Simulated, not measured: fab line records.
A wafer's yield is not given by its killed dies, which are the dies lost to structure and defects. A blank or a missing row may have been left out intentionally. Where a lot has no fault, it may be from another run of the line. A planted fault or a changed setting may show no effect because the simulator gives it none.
Matching of chambers ; flow nand harc ; 4 sister chambers for NHARC_A_CONTACT_ETCH_49 on rie diel-11
The step etches the open film in N2/H2, target depth 260 nm, time 475.3 s. 4 wafers are shown with their chamber, then 8 later ones without.

== EACH WAFER AND ITS CHAMBER ==
wafer;chamber;showerhead plenum p Torr (Torr)
L816.1;1;2.06
L819.1;3;1.92
L819.3;2;2.07
L823.1;0;2.12

== WAFERS MISSING THEIR CHAMBER ==
wafer;showerhead plenum p Torr (Torr)
L823.5;2.07
L823.6;1.91
L825.3;2.12
L825.4;2.07
L825.6;2.07
L830.2;1.91
L830.5;1.91
L830.6;2.07

== WHICH CHAMBER EACH ONE RAN IN ==
wafer;from the rows above;in truth
L823.5;can't be placed: 2 or 1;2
L823.6;3;3
L825.3;0;0
L825.4;can't be placed: 2 or 1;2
L825.6;can't be placed: 2 or 1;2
L830.2;3;3
L830.5;3;3
L830.6;can't be placed: 2 or 1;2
Placed correctly: 4 of 8. Unplaceable from these rows: 4, with the true chamber sitting among the candidates in 4. Placed wrongly: 0.
How it was worked out, from the rows above alone: a wafer's distance from a chamber is the root of the sum, over the readings, of the square of ((its reading less the chamber's mean) divided by the reading's scatter). The wafer belongs to the nearest chamber; if the next one is less than 2 further off, it can't be placed. For every chamber, the mean is computed from those of its wafers that are shown. The scatter: with one shown wafer a chamber, the root of the mean of the squares of how far each hidden wafer lies from its nearest shown one.
